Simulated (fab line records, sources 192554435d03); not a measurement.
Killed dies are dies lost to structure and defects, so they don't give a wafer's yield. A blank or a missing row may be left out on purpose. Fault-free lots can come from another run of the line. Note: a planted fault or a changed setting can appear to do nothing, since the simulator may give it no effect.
fab line records	flow n5-finfet
[record] lots = 5	wafers = 12	last-day = 18
route steps=1938 shown SD_EPI_P@308 SD_ACTIVATION@330 ILD0@335 SDB@347 BEOL_M4@1111 PASSIVATION@1936
lots that met no fault: from a run of the same line without faults
start-h: start of the lot's first displayed wafer, in hours after the record's first day	wait-h: hours elapsed since this lot's preceding step	" repeats the value in the row above	L1.1+2: several wafers, shown together as one row	- no value present, or no start provided	* or withheld: withheld	< > ~ a bound
route shown NAME@n: a module of which the file shows steps, and the number in the route of the first	usual: mean and standard deviation over wafers with no fault	same: alike in all rows	chamber/n: place in a boat	sites: the reading at each site	_std_site: standard deviation of those values	_edge_site: outer sites' mean less inner sites'	radius-mm: how far each site lies from the wafer's centre	mask NAME#n: copy n	behind: tool/chamber where the wafer was last shaped	hold: reason for holding the lot/hours on hold/outcome of the hold	device: transistor that didn't switch, given as n, p or np	end of line: tests run on the same wafers once the route is complete	a step given without rows: its recipe and nothing more	killed: count of dies lost to structure and defects at first sort (not the wafer's yield)	map: a wafer's dies, x killed, . not, _ none there
set.NAME: setting as actually run; set.NAME@STEP: the setting as run at that earlier step	model.NAME: the simulator's own value behind a step, which no gauge read
lots seen at some steps along the route; tables by step, rows by wafer
services: when a tool's chamber went out of use (start-h, in hours from the record's first day, below 0 if earlier), for how many hours, and the reason
[[steps]]
[step N5_SD_EPI_P_ETCH_37]
[recipe] chemistry = N2/H2	target = SOC	overetch-a = 1080	mask-material = SiARC	temp-c = 40	ion-energy-ev = 100	source-w = 3000	bias-w = 133	pressure-mtorr = 20	time-s = 486	n2-flow-sccm = 200	h2-flow-sccm = 200	ends = end-point
[step N5_SD_EPI_P_STRIP_38]
[recipe] chemistry = N2/H2	temp-c = 40	n2-flow-sccm = 200	h2-flow-sccm = 200	rf-frequency-hz = 6e+07
[step N5_SD_EPI_P_ETCHBACK_46]
[recipe] chemistry = CH3F/O2	mode = anisotropic-etchback	target = SiNx	target-depth-a = 175	stop-on = SiO2	over-etch-frac = 0.3	ion-energy-ev = 120	pressure-mtorr = 30	source-w = 395	bias-w = 73	Ar_flow_sccm = 150	CH3F_flow_sccm = 30	O2_flow_sccm = 20
[step N5_SD_EPI_P_ETCH_47]
[recipe] chemistry = CH3F/O2	target = SiOCN	target-depth-a = 250	mask-material = SOC	ion-energy-ev = 60	bias-w = 29	pressure-mtorr = 30	source-w = 410	Ar_flow_sccm = 150	CH3F_flow_sccm = 30	O2_flow_sccm = 20
[step N5_SD_EPI_P_ETCH_16]
[recipe] chemistry = CHF3/O2	target = SiO2	target-depth-a = 50	mask-material = SOC	pressure-mtorr = 30	source-w = 650	bias-w = 170	Ar_flow_sccm = 200	CHF3_flow_sccm = 50	O2_flow_sccm = 5	ion-energy-ev = 200
[step N5_SD_EPI_P_STRIP_50]
[recipe] chemistry = CHF3/O2	resist = SiARC	rf-frequency-hz = 6e+07
[step N5_SD_EPI_P_SD_RECESS_17]
[recipe] chemistry = HBr/Cl2/O2	target-depth-a = 391	bt-time-s = 3	pressure-mtorr = 10	icp-w = 800	bias-w = 112	HBr_flow_sccm = 150	Cl2_flow_sccm = 80	O2_flow_sccm = 12
[step N5_SD_EPI_P_WET_ETCH_45]
[recipe] chemistry = dHF	dilution = withheld	time-s = 10.7	target = SiO2	target-depth-a = 20	temp-c = 25	dry = ipa-marangoni	rinse-time-s = 30	rinse-temp-c = 23
[step N5_SD_EPI_P_STRIP_40]
[recipe] chemistry = N2/H2	power-w = 1000	temp-c = 250	h2-frac = 0.65	overash-fraction = 0.3	pressure-mtorr = withheld	n2-flow-sccm = 1750	h2-flow-sccm = 3250
[step N5_SD_EPI_P_PRECLEAN_52]
[recipe] chemistry = O3/DIW	time-s = 60	temp-c = 22	o3-ppm = 10
[step N5_SD_EPI_P_SRD_20]
[recipe] dry = ipa-marangoni	do-ppb = 5	time-s = 30	temp-c = 23	rinse-liquid = diw
[step N5_SD_EPI_P_PRECLEAN_51]
[recipe] chemistry = NF3:NH3	afs-cycles = 1	temp-c = 30	time-s = 20	sublimation-temp-c = 180	sublimation-time-s = 60	pressure-torr = 3	rf-power-w = 30
[step N5_SD_EPI_P_VAPOR_ETCH_44]
[recipe] chemistry = NF3/Ar	target = SiGe30	temp-c = 25	time-s = 3.3	mode = isotropic
lot.wafer	tool	chamber	start-h	wait-h
L837.2+4+6	epi-rpcvd-01	0	60.32	0.2
L838.1+3+6	epi-rpcvd-03	0	65.00	0.2
L849.1+6	epi-rpcvd-03	0	136.99	0.1
L852.1+4	epi-rpcvd-03	0	147.49	0.2
L855.1+3	epi-rpcvd-03	0	162.16	0.3
[step N5_SD_EPI_P_EPI_21]
[recipe] material = SiGe:B	dopant = B	temp-c = 550	pressure-torr = 20	ambient = H2	time-s = 355
[step N5_SD_EPI_P_HM_STRIP_48]
[recipe] chemistry = H3PO4	temp-c = 160	material = SiNx	target = SiNx	target-depth-a = 30	overetch-fraction = 0.3
[step N5_SD_EPI_P_SRD_49]
[recipe] dry = ipa-marangoni	time-s = 30	temp-c = 23	rinse-liquid = diw
[step N5_SD_EPI_P_PRECLEAN_24]
[recipe] chemistry = O3/DIW	time-s = 45	temp-c = 22	o3-ppm = 10
[step N5_SD_EPI_P_PRECLEAN_32]
[recipe] chemistry = dHF	time-s = 10	dilution = 500:1	temp-c = 25
[step N5_SD_EPI_P_PRECLEAN_33]
[recipe] chemistry = SC2	time-s = 45	temp-c = 35	mix = 1:1:50
[step N5_SD_EPI_P_SRD_25]
[recipe] time-s = 30	temp-c = 23	rinse-liquid = diw	dry = ipa-marangoni
[step N5_SD_ACTIVATION_RTA_00]
[recipe] temp-c = 975	time-s = 0	ambient = N2	idle-temp-c = 600	ramp-up-c-per-s = 150	ramp-down-c-per-s = 60	cool-to-c = 600
[step N5_SD_ACTIVATION_LSA_01]
[recipe] temp-c = 1080	time-s = 0.0008	ambient = N2
[step N5_ILD0_LINER_00]
[recipe] material = SiNx	target-thk-a = 40	temp-c = 400	ald-precursor-family = SiH2I2	ald-co-reactant = N2/H2-plasma	pulse-time-s = 1	purge-time-s = 2	co-reactant-purge-time-s = 2	ald-cycles = 80	pressure-torr = 2
[step N5_ILD0_FCVD_FILL_01]
[recipe] material = SiO2_flowable	target-thk-a = 2000	temp-c = 100	pressure-torr = 0.8	rf-w = 2000	time-s = 328.3
[step N5_ILD0_CURE_02]
[recipe] temp-c = 450	time-s = 1800	ambient = steam	idle-temp-c = 400	ramp-up-c-per-min = 5	ramp-down-c-per-min = 3	densification-p-h2o-torr = 640
[step N5_ILD0_CMP_03]
[recipe] stop-on = SiNx	t-overpolish-s = 1.9	post-cmp-clean = alkaline-brush	down-force-psi = 4.1491	platen-rpm = 51.796	pad-velocity-m-s = 1.0306	target-thk-nm = 197.38
[step N5_ILD0_CMP_07]
[recipe] stop-on = poly-Si	material = SiO2_flowable	t-overpolish-s = 1.18	post-cmp-clean = alkaline-brush	down-force-psi = 4.1491	platen-rpm = 51.796	pad-velocity-m-s = 1.0306	target-thk-nm = 138.88
[step N5_ILD0_PRECLEAN_10]
[recipe] chemistry = NF3:NH3	afs-cycles = 5	time-s = 20	temp-c = 30	sublimation-temp-c = 180	sublimation-time-s = 60	pressure-torr = 3	rf-power-w = 30
[step N5_ILD0_ALD_15]
[recipe] material = SiNx	target-thk-a = 240	temp-c = 400	ald-precursor-family = SiH2I2	ald-co-reactant = N2/H2-plasma	pulse-time-s = 1	ald-cycles = 480	purge-time-s = 2	co-reactant-purge-time-s = 2	pressure-torr = 2
[step N5_ILD0_CMP_12]
[recipe] stop-on = poly-Si	material = SiNx	t-overpolish-s = 6	post-cmp-clean = alkaline-brush	down-force-psi = 2.5	platen-rpm = 51.8	pad-velocity-m-s = 1.0307	target-thk-nm = 17.67
[step N5_SDB_HM_DEP_00]
[recipe] material = SiNx	target-thk-a = 400	temp-c = 400	precursor = SiH4/NH3/N2	pressure-torr = 1.5	rf-w = 300	time-s = 35.3
[step N5_SDB_COAT_03]
[recipe] resist = SOC	temp-c = 250	time-s = 60	spin-rpm = 1500	resist-thk-nm = 100
[step N5_SDB_COAT_04]
[recipe] resist = SiARC	temp-c = 220	time-s = 60	spin-rpm = 1500	resist-thk-nm = 18
[step N5_BEOL_M4_RC_MEAS_101]
[usual] DIBL_N = 36.3/1.9	DIBL_P = 36.0/2.1	IOFF_N = 0.16/0.031	IOFF_P = 0.21/0.035	IOFF_P_85C = 3.6/0.5	IOFF_P_LIN = 0.100/0.012	ION_N = 675/14	ION_P = 464/8.5	REXT_P = 100.2/2.6	SS_N = 71.5/0.6	SS_P = 73.3/0.72	VT_N = 250/3.2	VT_P = -250/3.1	VT_P_LVT = -98.9/2.6
lot.wafer	tool	chamber	start-h	wait-h	DIBL_N[mV/V]	DIBL_P[mV/V]	IOFF_N[nA/um]	IOFF_P[nA/um]	IOFF_P_85C[nA/um]	IOFF_P_LIN[nA/um]	ION_N[uA/um]	ION_P[uA/um]	REXT_P[ohm.um]	SS_N[mV/dec]	SS_P[mV/dec]	VT_N[mV]	VT_P[mV]	VT_P_LVT[mV]
L837.2	prober-02	0	162.59	0.2	37.5	37.3	0.18	0.25	4.1	0.112	686	466	100.6	71.5	73.6	249	-248	-95.7
L837.4	"	0	"	"	34.3	34.8	0.14	0.21	3.6	0.100	673	468	102.5	71.1	73.7	251	-248	-97.4
L837.6	"	0	"	"	34.8	34.3	0.14	0.20	3.5	0.096	687	475	100.1	70.7	73.3	253	-249	-99.5
L838.1	prober-02	0	173.37	0.0	33.9	33.4	0.11	0.17	3.2	0.089	662	457	104.2	70.9	71.9	253	-248	-99.1
L838.3	"	0	"	"	38.7	38.1	0.21	0.26	4.4	0.117	676	466	102.6	72.7	73.5	248	-246	-94.8
L838.6	"	0	"	"	35.0	35.1	0.13	0.21	3.6	0.100	663	459	102.4	71.5	73.5	251	-248	-97.1
L852.1	prober-01	0	302.36	0.0	35.9	28.8	0.14	0.07	1.4	0.041	676	409	130.0	71.2	72.2	254	-271	-117.6
L852.4	"	0	"	"	32.7	32.0	0.10	0.13	2.4	0.070	670	462	97.1	70.9	72.2	256	-259	-103.4
L855.1	prober-02	0	307.55	0.0	38.7	30.4	0.19	0.09	1.9	0.052	680	411	140.0	71.5	72.4	246	-265	-115.3
L855.3	"	0	"	"	37.7	36.8	0.16	0.23	4.0	0.106	670	464	101.1	71.4	73.8	247	-245	-97.2
L849.1	prober-01	0	326.65	0.0	35.8	28.9	0.16	0.10	1.8	0.052	689	418	138.1	71.8	71.5	247	-262	-114.4
L849.6	"	0	"	"	36.1	31.1	0.18	0.11	2.1	0.059	683	421	137.9	71.6	71.7	247	-264	-111.7
[step N5_PASSIVATION_PROBE_49]
[usual] defect-limited-yield = 91.0/1.5	killed_at_M0_to_M3 = 32/9.6	killed_at_M4_up = 13/4.7	killed-at-contacts = 13/7.2	killed-at-front-end = 44/13	killed-at-other = 4/3.4	killed-dies = 106/18	killed-open = 70/13	killed-short = 35/8	sort_bin_5_function = 5.3/0.97	sort_bin_6_memory = 3.4/0.73	sort_bin_8_speed = 0.00/0.036	sort-n-pass = 1074/18	sort-yield-pct = 91.0/1.5
[same] gross-dies = 1180	killed-at-back-side = 0	sort_bin_4_leakage[%] = 0
lot.wafer	tool	chamber	start-h	wait-h	defect-limited-yield[%]	killed_at_M0_to_M3	killed_at_M4_up	killed-at-contacts	killed-at-front-end	killed-at-other	killed-dies	killed-open	killed-short	sort_bin_5_function[%]	sort_bin_6_memory[%]	sort_bin_8_speed[%]	sort-n-pass	sort-yield-pct[%]
L837.2	prober-01	-	249.89	0.1	90.9	36	19	11	34	7	107	70	35	5.1	3.6	0	1073	90.9
L837.4	prober-01	-	249.99	0.2	92.4	27	12	6	40	5	90	62	27	4.3	2.8	0	1090	92.4
L837.6	prober-01	-	250.09	0.3	91.6	40	10	4	38	7	99	69	29	4.5	3.6	0	1081	91.6
L838.1	prober-01	-	258.60	0.0	91.4	28	14	16	42	2	102	71	30	5.0	3.4	0	1078	91.4
L838.3	prober-01	-	258.70	0.1	89.7	39	23	8	49	2	121	74	46	5.8	4.1	0	1059	89.7
L838.6	prober-01	-	258.85	0.3	90.6	45	14	7	44	1	111	77	34	5.6	3.3	0	1069	90.6
L855.1	prober-01	-	420.81	0.0	92.5	28	7	18	28	8	89	59	30	4.6	2.6	92.03	5	0.4
L855.3	prober-01	-	420.91	0.1	89.5	57	14	19	29	5	124	78	42	6.4	3.7	0	1056	89.5
L852.1	prober-02	-	425.07	0.0	91.0	31	15	5	48	7	106	55	44	5.5	3.1	91.02	0	0
L852.4	prober-02	-	425.22	0.2	92.2	29	5	3	54	1	92	57	32	4.5	3.0	0	1088	92.2
L849.1	prober-02	-	442.10	0.0	89.2	38	15	22	51	1	127	79	40	6.3	3.5	87.03	26	2.2
L849.6	prober-02	-	442.35	0.3	88.5	29	29	28	45	5	136	98	32	7.5	3.3	85.51	35	3.0
// killed by level:class
L837.2 BEOL_M1:geometric-particle:open=13 FIN_SAQP:geometric-particle:open=10 MOL_CONTACT_COAG:geometric-particle:open=9 BEOL_M4:geometric-particle:open=9 BEOL_M2:geometric-particle:open=8 STARTING-WAFER:geometric-particle:short=7 BEOL_M3:geometric-particle:open=5 FIN_SAQP:geometric-particle:short=4
L837.4 BEOL_M3:geometric-particle:open=15 FIN_SAQP:geometric-particle:short=7 DUMMY_GATE:geometric-particle:open=7 FIN_SAQP:geometric-particle:open=6 MOL_CONTACT_COAG:geometric-particle:open=6 BEOL_M4:geometric-particle:open=6 BEOL_M2:geometric-particle:open=5 STI_FIN_REVEAL:geometric-particle:open=3
L837.6 FIN_SAQP:geometric-particle:open=18 BEOL_M2:geometric-particle:open=18 BEOL_M3:geometric-particle:open=6 STARTING-WAFER:geometric-particle:short=6 FIN_SAQP:geometric-particle:short=5 BEOL_M1:geometric-particle:open=5 MOL_CONTACT_COAG:geometric-particle:open=4 BEOL_M3:geometric-particle:short=4
L838.1 MOL_CONTACT_COAG:geometric-particle:open=14 BEOL_M4:geometric-particle:open=11 FIN_SAQP:geometric-particle:open=10 BEOL_M2:geometric-particle:open=10 FIN_SAQP:geometric-particle:short=7 BEOL_M3:geometric-particle:open=6 BEOL_M2:geometric-particle:short=5 FIN_CUT:geometric-particle:short=4
L838.3 BEOL_M4:geometric-particle:open=16 BEOL_M2:geometric-particle:open=14 FIN_SAQP:geometric-particle:short=13 FIN_SAQP:geometric-particle:open=9 STI_FIN_REVEAL:geometric-particle:open=7 GATE_CUT:geometric-particle:short=6 MOL_CONTACT_COAG:geometric-particle:short=5 BEOL_M0_SAQP:geometric-particle:open=5
L838.6 BEOL_M3:geometric-particle:open=13 GATE_CUT:geometric-particle:open=9 BEOL_M1:geometric-particle:open=9 BEOL_M0_SAQP:geometric-particle:open=8 FIN_SAQP:geometric-particle:open=6 BEOL_M2:geometric-particle:open=5 FIN_SAQP:geometric-particle:short=4 DUMMY_GATE:geometric-particle:open=4
L855.1 MOL_CONTACT_COAG:geometric-particle:open=13 FIN_SAQP:geometric-particle:open=11 BEOL_M3:geometric-particle:open=10 FIN_SAQP:geometric-particle:short=6 BEOL_M0_SAQP:geometric-particle:short=6 MOL_CONTACT_COAG:geometric-particle:short=5 BEOL_M0_SAQP:geometric-particle:open=5 BEOL_M2:geometric-particle:open=4
L855.3 BEOL_M0_SAQP:geometric-particle:open=18 BEOL_M3:geometric-particle:open=15 MOL_CONTACT_COAG:geometric-particle:open=12 FIN_SAQP:geometric-particle:open=7 BEOL_M4:geometric-particle:open=7 MOL_CONTACT_COAG:geometric-particle:short=6 BEOL_M3:geometric-particle:short=5 BEOL_M1:geometric-particle:short=5
L852.1 FIN_SAQP:geometric-particle:short=15 FIN_SAQP:geometric-particle:open=13 BEOL_M0_SAQP:geometric-particle:open=8 BEOL_M3:geometric-particle:open=7 ILD0:geometric-particle:short=5 MOL_CONTACT_COAG:geometric-particle:open=5 BEOL_M2:geometric-particle:open=4 BEOL_M0_SAQP:geometric-particle:short=4
L852.4 FIN_SAQP:geometric-particle:open=14 FIN_SAQP:geometric-particle:short=13 BEOL_M0_SAQP:geometric-particle:short=9 BEOL_M0_SAQP:geometric-particle:open=6 STI_FIN_REVEAL:geometric-particle:open=4 BEOL_M2:geometric-particle:open=4 BEOL_M3:geometric-particle:open=4 STARTING-WAFER:geometric-particle:open=4
L849.1 FIN_SAQP:geometric-particle:open=17 MOL_CONTACT_COAG:geometric-particle:open=16 FIN_SAQP:geometric-particle:short=12 BEOL_M0_SAQP:geometric-particle:open=10 BEOL_M4:geometric-particle:open=10 BEOL_M0_SAQP:geometric-particle:short=7 MOL_CONTACT_COAG:geometric-particle:short=6 BEOL_M1:geometric-particle:open=6
L849.6 MOL_CONTACT_COAG:geometric-particle:open=22 BEOL_M4:geometric-particle:open=18 FIN_SAQP:geometric-particle:open=10 DUMMY_GATE:geometric-particle:open=9 BEOL_M0_SAQP:geometric-particle:short=9 BEOL_M1:geometric-particle:open=7 MOL_CONTACT_COAG:geometric-particle:short=6 HKMG_FIN:area-etch=6
// map L849.6 (x killed, . not)
_________________............________________
______________..x........xx....x_____________
___________...........x.........x.x__________
__________.....x.x.x.x.xx..........._________
________.....x..........x............._______
_______.x..............................______
______x....x..........xx................_____
_____.................x.......x.......xx.____
____......................x.....x........x___
___.x.x......x..x......x.x...............xx__
___..........xx......x.............x.......__
__x..xx............................xx......._
__x...x.x..xx.........x....................._
_..............x......................x......
_....................x.........x.....x.......
_.xx.......x............x....................
_.............x.........x....................
_....x.......................................
_......................x...x..x..x.....x....x
_..x..........x.....xx..x.......x............
_................x..........x........x.......
__.........x.x...xx.x.x.x..x.x.......x..x..x_
__..x..x..x.........x...x......xx.........x._
___x....x.x..............x.................__
___......x..........x..xx...............x..__
____.xx........x..........................___
_____...x.................x.x.....x......____
______........x.........x....x.........._____
_______.x.x...............x............______
________.x...x...x....x...x.....x....._______
__________...x..............x......x_________
___________...........xx.......x...__________
______________.....x..x........x_____________
_________________.x.........x________________
// map L852.1 (x killed, . not)
_________________............________________
______________.x...........x.x.._____________
___________.x....x..x........x.....__________
__________.........................._________
________.....x......x........x........_______
_______..............................x.______
______...x.x.....x.................x...._____
_____x...................x........x.x....____
____..................x...............x...___
___........x...x...x.............x.x..x....__
___....................x...........x......x__
__.....x....x...........x..................._
__........x.x.............x................._
_.x...............................x........x.
_..x.....x......x....................x..x....
_.x.........x..x..............x.x............
_.x............x.....x.................x.....
_.........x......................x...........
_...............x......xxx...................
_............x..x.x.......x........x.........
_.x..x......x......x....x.......x...........x
__..........x.......xx....x.....xx.........._
__.............x...........x...........x...._
___.......x....................x...........__
___........x.....xx.....x..................__
____.................................x.x..___
_____..x...x.x..x.................x....x.____
______..........x......................._____
_______....................x..x........______
________..x...................x....x.._______
__________.........x...............x_________
___________.......x...........x....__________
______________........xx........_____________
_________________............________________
[[services]]
tool	chamber	start-h	hours	kind
epi-rpcvd-01	-	96.50	1.0	repair
epi-rpcvd-01	-	112.72	14.6	pm
[[key]]
[first-sign] step = N5_BEOL_M4_RC_MEAS_101	reading = REXT_P	direction = up	sigmas = 14	usual = 100.2	struck = 136.5
[effect] step = N5_BEOL_M4_RC_MEAS_101	reading = VT_P_LVT	direction = down	sigmas = 6	usual = -98.9	struck = -114.8
[effect] step = N5_BEOL_M4_RC_MEAS_101	reading = ION_P	direction = down	sigmas = 5.8	usual = 464	struck = 415
[effect] step = N5_BEOL_M4_RC_MEAS_101	reading = VT_P	direction = down	sigmas = 4.9	usual = -250	struck = -265
[effect] step = N5_BEOL_M4_RC_MEAS_101	reading = IOFF_P_LIN	direction = down	sigmas = 4	usual = 0.100	struck = 0.051
[effect] step = N5_BEOL_M4_RC_MEAS_101	reading = IOFF_P_85C	direction = down	sigmas = 3.7	usual = 3.6	struck = 1.8
[effect] step = N5_BEOL_M4_RC_MEAS_101	reading = IOFF_P	direction = down	sigmas = 3.4	usual = 0.21	struck = 0.09
[effect] step = N5_BEOL_M4_RC_MEAS_101	reading = DIBL_P	direction = down	sigmas = 3	usual = 36.0	struck = 29.8
[effect] step = N5_BEOL_M4_RC_MEAS_101	reading = SS_P	direction = down	sigmas = 1.8	usual = 73.3	struck = 72.0
[effect] step = N5_PASSIVATION_PROBE_49	reading = sort_bin_8_speed	direction = up	sigmas = 99+	usual = 0.00	struck = 88.90
met-at N5_SD_EPI_P_VAPOR_ETCH_44
struck-wafers L849.1,L849.6,L852.1,L855.1
onset-between 65.00 136.99
[fault] kind = process-parameter-drift	tool = epi-rpcvd-03	chamber = -	onset-h = 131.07	steps = N5_SD_EPI_P_VAPOR_ETCH_44	channel = time-s	offset = *	shape = step	end-h = 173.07	scope = struck-wafers-only	acts-in = *	stated = *
